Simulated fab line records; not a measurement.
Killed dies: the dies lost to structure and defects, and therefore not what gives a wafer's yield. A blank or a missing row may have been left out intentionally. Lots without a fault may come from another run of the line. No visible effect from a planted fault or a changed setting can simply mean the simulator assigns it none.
Which of the tools did it? + flow n5-finfet + 29 wafers from 11 lots sampled at 5 of the route's 1938 steps

## WHAT THE GAUGES READ, wafer by wafer
N5_BEOL_M4_RC_MEAS_101. Usual: DIBL_N 36.1 mV/V, standard deviation 2; DIBL_P 36.3 mV/V, standard deviation 2.5; IOFF_N 0.16 nA/um, standard deviation 0.037; IOFF_P 0.21 nA/um, standard deviation 0.039; ION_N 678 uA/um, standard deviation 15; ION_P 465 uA/um, standard deviation 8.7; SS_N 71.4 mV/dec, standard deviation 0.7; SS_P 73.3 mV/dec, standard deviation 0.74; VT_N 249 mV, standard deviation 3.6; VT_P -250.0 mV, standard deviation 2.9.
| lot  | measured     | on        | DIBL_N (mV/V)  | DIBL_P (mV/V)  | IOFF_N (nA/um) | IOFF_P (nA/um) | ION_N (uA/um) | ION_P (uA/um) | SS_N (mV/dec)  | SS_P (mV/dec)  | VT_N (mV)   | VT_P (mV)            | flag |
|------|--------------|-----------|----------------|----------------|----------------|----------------|---------------|---------------|----------------|----------------|-------------|----------------------|------|
| L858 | day 8 23:31  | prober-01 | 35.7 37.6      | 35.4 37.8      | 0.14 0.18      | 0.17 0.22      | 675 674       | 457 460       | 70.6 72.1      | 73.0 74.7      | 254 249     | -255.2 -249.7        |      |
| L859 | day 8 13:13  | prober-02 | 33.3 36.9 33.6 | 30.4 35.9 30.2 | 0.09 0.14 0.09 | 0.15 0.21 0.14 | 643 684 642   | 452 470 443   | 70.6 71.0 70.6 | 72.3 72.7 71.8 | 257 250 258 | -252.8 -250.1 -255.9 |      |
| L860 | day 9 03:50  | prober-01 | 37.2 39.2 38.7 | 35.6 36.4 36.8 | 0.17 0.20 0.18 | 0.23 0.25 0.26 | 688 681 688   | 472 459 473   | 71.7 72.3 72.6 | 74.1 73.8 73.2 | 249 247 249 | -251.1 -249.6 -251.2 |      |
| L864 | day 10 17:14 | prober-02 | 38.9 35.9 36.7 | 40.1 37.6 38.4 | 0.20 0.15 0.16 | 0.21 0.18 0.19 | 675 673 670   | 456 453 452   | 72.3 71.5 72.0 | 73.5 72.7 72.8 | 250 252 252 | -253.0 -254.6 -253.3 |      |
| L866 | day 10 22:55 | prober-02 | 34.5 36.6 36.0 | 33.9 35.8 35.6 | 0.13 0.16 0.16 | 0.19 0.22 0.21 | 677 685 683   | 467 462 465   | 71.6 72.0 71.9 | 73.5 73.9 73.1 | 249 246 247 | -249.3 -250.9 -249.6 |      |
| L868 | day 11 16:26 | prober-02 | 38.8 33.9 38.7 | 41.2 34.1 39.1 | 0.25 0.13 0.23 | 0.32 0.19 0.27 | 705 680 697   | 485 468 474   | 72.3 70.7 72.0 | 73.9 72.6 73.4 | 243 249 244 | -243.5 -252.0 -249.4 |      |
| L871 | day 12 21:02 | prober-02 | 38.7 37.1 38.4 | 38.7 37.5 39.5 | 0.22 0.20 0.22 | 0.25 0.23 0.27 | 690 690 697   | 463 469 469   | 72.0 71.7 72.0 | 74.1 72.8 74.3 | 246 246 242 | -247.5 -248.3 -247.3 |      |
| L873 | day 13 11:09 | prober-02 | 35.3 34.1      | 36.6 34.7      | 0.15 0.14      | 0.21 0.19      | 654 674       | 456 473       | 71.2 70.5      | 73.1 71.9      | 252 251     | -249.0 -250.6        |      |
| L875 | day 13 20:16 | prober-02 | 34.5 34.3      | 35.3 35.2      | 0.15 0.13      | 0.20 0.19      | 690 660       | 476 453       | 71.0 70.8      | 72.5 72.5      | 249 252     | -250.5 -249.1        |      |
| L876 | day 14 06:56 | prober-02 | 35.6 33.9      | 35.0 33.2      | 0.15 0.13      | 0.20 0.20      | 675 679       | 466 471       | 71.8 70.7      | 73.3 73.0      | 250 252     | -247.7 -248.3        |      |
| L878 | day 14 13:26 | prober-01 | 39.8 36.3 37.8 | 41.0 37.9 38.1 | 0.25 0.17 0.21 | 0.31 0.25 0.24 | 702 687 689   | 476 474 460   | 72.3 71.1 72.4 | 74.4 74.2 74.1 | 242 246 244 | -245.9 -244.9 -248.1 |      |

## TOOL THAT RAN EACH LOT (tool first, then ch and the chambers of the sampled wafers, then the start)
| lot  | N5_SDB_STRIP_21                   | N5_SDB_CUT_ETCH_26              | N5_SDB_CMP_30                | N5_HKMG_FIN_COAT_41              |
|------|-----------------------------------|---------------------------------|------------------------------|----------------------------------|
| L858 | rie-diel-04 ch 1,3, day 4 08:21   | rie-si-01 ch 0,2, day 4 09:05   | cmp-01 ch 1,3, day 4 12:03   | litho-track-05 ch 0, day 4 13:29 |
| L859 | rie-diel-04 ch 0,1,3, day 4 12:44 | rie-si-03 ch 0,1,3, day 4 13:08 | cmp-01 ch 0,3, day 4 16:03   | litho-track-05 ch 0, day 4 17:35 |
| L860 | rie-diel-06 ch 0,2,3, day 4 17:25 | rie-si-06 ch 1,2,3, day 4 17:50 | cmp-03 ch 1,2,3, day 4 20:59 | litho-track-05 ch 0, day 4 22:31 |
| L864 | rie-diel-05 ch 1,2, day 5 21:52   | rie-si-01 ch 0,1,3, day 5 22:16 | cmp-01 ch 0,1,2, day 6 01:11 | litho-track-03 ch 0, day 6 02:55 |
| L866 | rie-diel-06 ch 0,1,2, day 6 07:00 | rie-si-01 ch 0,3, day 6 07:51   | cmp-02 ch 2,3, day 6 10:46   | litho-track-05 ch 0, day 6 12:16 |
| L868 | rie-diel-04 ch 0,1,2, day 6 20:00 | rie-si-03 ch 0,3, day 6 20:25   | cmp-02 ch 0,2,3, day 6 23:25 | litho-track-05 ch 0, day 7 00:57 |
| L871 | rie-diel-06 ch 0,3, day 7 14:19   | rie-si-03 ch 2,3, day 7 15:00   | cmp-02 ch 1,2,3, day 7 18:33 | litho-track-02 ch 0, day 7 20:04 |
| L873 | rie-diel-04 ch 0,3, day 8 00:07   | rie-si-06 ch 0,1, day 8 00:38   | cmp-01 ch 2,3, day 8 03:32   | litho-track-03 ch 0, day 8 05:02 |
| L875 | rie-diel-04 ch 0,1, day 8 13:42   | rie-si-06 ch 1,3, day 8 14:50   | cmp-01 ch 0,1, day 8 18:23   | litho-track-02 ch 0, day 8 19:58 |
| L876 | rie-diel-06 ch 2,3, day 8 16:31   | rie-si-06 ch 0,1, day 8 17:20   | cmp-02 ch 1, day 8 20:17     | litho-track-02 ch 0, day 8 21:47 |
| L878 | rie-diel-06 ch 0,1,2, day 9 10:50 | rie-si-01 ch 2,3, day 9 11:16   | cmp-01 ch 0,2,3, day 9 14:16 | litho-track-02 ch 0, day 9 15:41 |
- N5_SDB_STRIP_21: strips in CF4.
- N5_SDB_CUT_ETCH_26: etches Si in HBr/Cl2/O2, target depth 129.6 nm, bt time 20 s, time 51.8 s.
- N5_SDB_CMP_30: polishes, stops on poly-Si, t overpolish 1.54 s, target thk 30 nm.
- N5_HKMG_FIN_COAT_41: time 60 s, resist thk 300 nm.

## WHAT THE TOOLS THEMSELVES READ (means of the sampled wafers that have a number; where no wafer has one, the mark that the record gives instead)
N5_SDB_STRIP_21. Usual: drypump-motor-current-A 5.7 A, standard deviation 0.43; oes-product-au 0.76 a.u., standard deviation 0.09; rf-vpp-V 271.7 V, standard deviation 1.4; showerhead-plenum-p-Torr 1.83 Torr, standard deviation 0.053; throttle-valve-pct 13.68 %, standard deviation 0.24.
| lot  | tool        | drypump-motor-current-A (A) | oes-product-au (a.u.) | rf-vpp-V (V) | showerhead-plenum-p-Torr (Torr) | throttle-valve-pct (%) | flag |
|------|-------------|-----------------------------|-----------------------|--------------|---------------------------------|------------------------|------|
| L858 | rie-diel-04 | 5.3                         | 0.73                  | 271.8        | 1.83                            | 13.82                  |      |
| L859 | rie-diel-04 | 5.3                         | 0.71                  | 271.7        | 1.83                            | 13.84                  |      |
| L860 | rie-diel-06 | 5.8                         | 0.69                  | 271.9        | 1.80                            | 13.72                  |      |
| L864 | rie-diel-05 | 5.8                         | 0.82                  | 273.3        | 1.88                            | 13.47                  |      |
| L866 | rie-diel-06 | 6.1                         | 0.69                  | 271.4        | 1.80                            | 13.75                  |      |
| L868 | rie-diel-04 | 5.5                         | 0.74                  | 272.4        | 1.86                            | 13.80                  |      |
| L871 | rie-diel-06 | 5.5                         | 0.76                  | 270.3        | 1.75                            | 13.57                  |      |
| L873 | rie-diel-04 | 5.3                         | 0.70                  | 270.9        | 1.81                            | 13.94                  |      |
| L875 | rie-diel-04 | 5.4                         | 0.69                  | 271.9        | 1.84                            | 13.89                  |      |
| L876 | rie-diel-06 | 6.1                         | 0.91                  | 272.2        | 1.83                            | 13.25                  |      |
| L878 | rie-diel-06 | 6.0                         | 0.84                  | 270.4        | 1.80                            | 13.43                  |      |

N5_SDB_CUT_ETCH_26. Usual: drypump-motor-current-A 5.71 A, standard deviation 0.26; oes-product-au 1.006 a.u., standard deviation 0.016; throttle-valve-pct 37.5 %, standard deviation 0.41.
| lot  | tool      | drypump-motor-current-A (A) | oes-product-au (a.u.) | throttle-valve-pct (%) | flag |
|------|-----------|-----------------------------|-----------------------|------------------------|------|
| L858 | rie-si-01 | 5.82                        | 1.006                 | 37.0                   |      |
| L859 | rie-si-03 | 5.33                        | 1.011                 | 37.7                   |      |
| L860 | rie-si-06 | 5.75                        | 1.011                 | 37.6                   |      |
| L864 | rie-si-01 | 5.77                        | 0.999                 | 37.3                   |      |
| L866 | rie-si-01 | 5.80                        | 1.012                 | 36.9                   |      |
| L868 | rie-si-03 | 5.31                        | 0.993                 | 37.6                   |      |
| L871 | rie-si-03 | 5.92                        | 1.002                 | 37.7                   |      |
| L873 | rie-si-06 | 5.72                        | 1.013                 | 37.5                   |      |
| L875 | rie-si-06 | 5.69                        | 1.014                 | 37.7                   |      |
| L876 | rie-si-06 | 5.75                        | 1.010                 | 37.5                   |      |
| L878 | rie-si-01 | 5.97                        | 1.006                 | 37.1                   |      |

N5_SDB_CMP_30. Usual: motor-current-A 12.3 A, standard deviation 1.3; overpolish-run-s 1.539 s, standard deviation 0.0092; time-to-endpoint-s 18 s, standard deviation 3.1.
| lot  | tool   | motor-current-A (A) | overpolish-run-s (s) | time-to-endpoint-s (s) | flag |
|------|--------|---------------------|----------------------|------------------------|------|
| L858 | cmp-01 | 12.2                | 1.535                | 15                     |      |
| L859 | cmp-01 | 10.2                | 1.539                | 17                     |      |
| L860 | cmp-03 | 13.0                | 1.541                | 16                     |      |
| L864 | cmp-01 | 12.3                | 1.535                | 17                     |      |
| L866 | cmp-02 | 13.5                | 1.547                | 17                     |      |
| L868 | cmp-02 | 12.6                | 1.530                | 20                     |      |
| L871 | cmp-02 | 12.7                | 1.549                | 18                     |      |
| L873 | cmp-01 | 11.2                | 1.556                | 19                     |      |
| L875 | cmp-01 | 13.2                | 1.541                | 12                     |      |
| L876 | cmp-02 | 11.7                | 1.547                | 22                     |      |
| L878 | cmp-01 | 11.1                | 1.533                | 17                     |      |

N5_HKMG_FIN_COAT_41. Usual: heater-power-total-W 500.6 W, standard deviation 1.7; plate-temp-C 249.99 C, standard deviation 0.18.
| lot  | tool           | heater-power-total-W (W) | plate-temp-C (C) | flag |
|------|----------------|--------------------------|------------------|------|
| L858 | litho-track-05 | 500.8                    | 250.31           |      |
| L859 | litho-track-05 | 500.3                    | 249.94           |      |
| L860 | litho-track-05 | 501.2                    | 249.98           |      |
| L864 | litho-track-03 | 500.1                    | 250.19           |      |
| L866 | litho-track-05 | 486.9                    | 244.63           | OFF  |
| L868 | litho-track-05 | 486.9                    | 244.79           | OFF  |
| L871 | litho-track-02 | 500.6                    | 250.04           |      |
| L873 | litho-track-03 | 500.6                    | 250.06           |      |
| L875 | litho-track-02 | 499.4                    | 249.88           |      |
| L876 | litho-track-02 | 502.0                    | 250.08           |      |
| L878 | litho-track-02 | 500.4                    | 249.88           |      |

## THE ANSWER, worked out from the rows above alone
Rule: lot off if the mean of its wafers having a number is beyond 3 standard deviations from the usual mean. A lot without any number at a reading at which 4 lots or more have one is off too. All remaining lots with rows at the step are treated as sound. After the gauges, taken in route order, come the tools' own readings; for these a lot's mean is taken, as printed above. The first step at which some lot is off is used, and at that step the reading that is off furthest; a lot without a number counts as furthest.
Off, at N5_HKMG_FIN_COAT_41 on plate-temp-C: L866, L868.
If a tool, at that step or one of the process steps before it, ran each lot that is off and ran no sound lot following the first of them, it fits. One fits: N5_HKMG_FIN_COAT_41 on litho-track-05. A fault onset in the window from L860 (day 4 22:31, its last sound lot) to L866 (day 6 12:16, its first lot off) fits.
The tool's own readings at N5_HKMG_FIN_COAT_41 bear it out: on the lots that are off they differ by more than 5 times the standard deviation of the sound lots' means. heater-power-total-W reads 486.9 W there against 500.6 W on the sound lots; plate-temp-C reads 244.71 C there against 250.04 C on the sound lots.

## WHAT THE SIMULATOR PUT IN
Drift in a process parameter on litho-track-05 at N5_HKMG_FIN_COAT_41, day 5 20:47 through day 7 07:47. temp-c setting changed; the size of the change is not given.
Struck lots among those shown: L866, L868. The same result came from the rule above.
